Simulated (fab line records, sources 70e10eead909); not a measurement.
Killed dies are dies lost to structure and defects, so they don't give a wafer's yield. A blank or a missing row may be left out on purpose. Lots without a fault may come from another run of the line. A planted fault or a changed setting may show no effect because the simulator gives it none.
One fault seen from 2 desks | flow nand_harc | each desk has only its own numbers; what lay behind them comes last

THE METROLOGY DESK
What the gauges read, lot by lot, whatever tool the lot ran on: means of the sampled wafers that have a number. A lot is out of limits, marked OUT, if its mean lies more than 4 standard deviations from the usual mean; the brackets give that distance.
Columns: A = cd_nm at NHARC_P_M1_CD_MEAS_09, usual 130.0 nm; B = overlay_x_nm at NHARC_P_M1_OVL_MEAS_10, usual -0.2 nm; C = overlay_y_nm at NHARC_P_M1_OVL_MEAS_10, usual -0.2 nm
lot  | first seen here | A                | B    | C
L894 | day 6 04:32     | 130.1            | -1.2 | 1.2
L896 | day 6 23:53     | 131.0            | 0.3  | -0.7
L897 | day 7 13:03     | 130.2            | -0.6 | -1.0
L899 | day 8 05:26     | 130.2            | -1.9 | -1.5
L900 | day 8 18:27     | 129.7            | 0.1  | -0.4
L901 | day 9 07:26     | 129.4            | -0.6 | 1.6
L906 | day 11 02:42    | 129.4            | 0.6  | 0.7
L908 | day 12 08:46    | 130.6            | 0.1  | -0.4
L911 | day 13 07:58    | 134.7 (+7.0) OUT | -0.4 | -0.5
L912 | day 14 03:31    | 129.4            | 1.0  | -0.1
L914 | day 14 13:47    | 129.6            | 0.2  | 0.3
L916 | day 15 08:51    | 128.7            | -0.7 | 0.2
L917 | day 15 20:23    | 130.8            | -1.3 | -0.3
This desk's finding: out of limits on L911; first on L911, day 13 07:58 (cd_nm at NHARC_P_M1_CD_MEAS_09). In limits: L894, L896, L897, L899, L900, L901, L906, L908, L912, L914, L916, L917.

THE DEFECT DESK
What the inspections along the route counted, lot by lot: means of the sampled wafers that have a number. A lot is out of limits, marked OUT, if its mean lies more than 4 standard deviations from the usual mean; the brackets give that distance.
Columns: A = raw_defect_count at NHARC_P_M1_INSPECT_11, usual 4.5
lot  | first seen here | A
L894 | day 6 04:40     | 10.3
L896 | day 7 00:01     | 1.7
L897 | day 7 13:10     | 3.7
L899 | day 8 05:33     | 2.3
L900 | day 8 18:35     | 5.3
L901 | day 9 07:34     | 2.7
L906 | day 11 02:50    | 3.3
L908 | day 12 08:53    | 3.7
L911 | day 13 08:05    | 6.3
L912 | day 14 03:38    | 7.7
L914 | day 14 13:55    | 6.3
L916 | day 15 08:59    | 2.0
L917 | day 15 20:31    | 2.7
This desk's finding: nothing out of limits on any of the 13 lots.

PUT TOGETHER
The metrology desk could have raised an alarm at day 13 07:58, on L911.
The defect desk saw nothing out of limits.
The defect desk has L911 on record, within its limits.
Of the lots named, all ran NHARC_P_M1_PEB_07 on litho_track-04.

WHAT THE SIMULATOR HAD PUT IN
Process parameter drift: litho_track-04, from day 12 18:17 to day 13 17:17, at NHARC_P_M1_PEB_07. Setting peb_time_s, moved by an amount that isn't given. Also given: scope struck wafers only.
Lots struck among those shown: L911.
Hours from the fault's start to each desk's first reading out of limits: the metrology desk, 14.
